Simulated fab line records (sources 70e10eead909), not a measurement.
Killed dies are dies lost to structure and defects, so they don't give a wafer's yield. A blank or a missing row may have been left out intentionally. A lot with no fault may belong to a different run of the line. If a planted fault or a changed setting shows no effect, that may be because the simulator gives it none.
Code-filled problem report in 8D (eight disciplines) form ; flow nand_harc ; the parts of the form that need people (team, actions taken, sign-off) are left out

== 1. THE PROBLEM ==
NHARC_END_SORT_01, sort_bin_2_pct: mean 97.5 % over 1 wafer from 1 lot; wafers with no fault: 1.3 %, standard deviation 0.6. So: +99 or more standard deviations from the usual mean.
First seen on wafer L111.4, day 24 14:08, on prober-01. Wafers with a number at this step in the record: 10, from 4 lots. By rule, "out" or "out of limits" means more than 4 standard deviations away from the usual mean. All remaining wafers that have a number are taken as sound.

== 2. WHAT THIS IS AND IS NOT ==
question;is;is not
which readings at this step;sort_bin_2_pct, defect_limited_yield, killed_at_array, killed_dies, sort_n_pass, sort_rim_yield_pct, sort_yield_pct;killed_at_other, killed_at_periphery, killed_open, killed_short, sort_bin_3_pct, sort_bin_4_pct
which lots;L111;L100, L102, L999
which wafers of those lots;L111.4;L111.2
read on which gauges;prober-01;prober-02
when;from day 24 14:08;up to then (9 sound wafers)

== 3. THE SUSPECTS, EACH WITH WHAT RULES IT OUT ==
Counting: a tool at a process step up to the reading stays a suspect if it ran every lot that is out. Sound lots after the first of them don't rule it out here, since some wafers of a struck lot are sound.
- the gauge at NHARC_END_SORT_01: kept. All the wafers that are out were read on prober-01, and no step on other tools shows them out.
- ecd_cu-02 at NHARC_A_BONDPAD_ECD_18 (material Cu, target thk 400 nm): kept. It ran the lot that is out, L111 (day 22 19:28); its last sound lot up to then is L100 (day 19 20:24).
- rie_diel-10 at NHARC_THIN_TSV_DESCUM_14 (chemistry O2, time 3 s): kept. It ran the lot that is out, L111 (day 23 11:43); its last sound lot up to then is L102 (day 21 05:14).
- plasma_asher-01 at NHARC_THIN_TSV_STRIP_45 (strips in O2): kept. It ran the lot that is out, L111 (day 23 12:50).
Left after counting: ecd_cu-02 at NHARC_A_BONDPAD_ECD_18, rie_diel-10 at NHARC_THIN_TSV_DESCUM_14, plasma_asher-01 at NHARC_THIN_TSV_STRIP_45, prober-01 at NHARC_END_SORT_01.

== 4. THE CAUSE (what the simulator had put in) ==
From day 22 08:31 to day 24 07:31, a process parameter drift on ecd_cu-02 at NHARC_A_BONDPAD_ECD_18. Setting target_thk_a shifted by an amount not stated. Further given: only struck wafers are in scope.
Counting left 4 suspects, and this tool is among them.

== 5. SEQUENCE OF EFFECTS, ordered by route ==
One row per reading whose mean, taken over the struck wafers that have a number, lies over 3 standard deviations from the usual. Readings are gone through only where the record gives a usual standard deviation; hours: the median, over the lots, of the time from a lot's start at the first step in this table giving one to that lot's start at this step; sigmas: the change measured in usual standard deviations.
hours;step;reading;usual;on struck wafers;change;sigmas
0;NHARC_END_SORT_01;defect_limited_yield;95.7 %;0.0;-95.7;-64
0;NHARC_END_SORT_01;killed_at_array;25;676;+651;+66
0;NHARC_END_SORT_01;killed_dies;29;677;+648;+65
0;NHARC_END_SORT_01;sort_bin_2_pct;1.3 %;97.5;+96.2;+99 or more
0;NHARC_END_SORT_01;sort_n_pass;648;0;-648;-65
0;NHARC_END_SORT_01;sort_rim_yield_pct;95 %;0;-95;-30
0;NHARC_END_SORT_01;sort_yield_pct;95.7 %;0.0;-95.7;-64

== 6. HOW IT WOULD HAVE BEEN CAUGHT EARLIER ==
54 hours passed between the start of the fault at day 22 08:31 and the first reading out of limits at a measuring or inspecting step in this record, taken at day 24 14:08.
The start of NHARC_A_BONDPAD_ECD_18 on ecd_cu-02 came by day 24 14:08 for every one of the lots that are out (1). Holding the tool at that point would not have protected any of them.
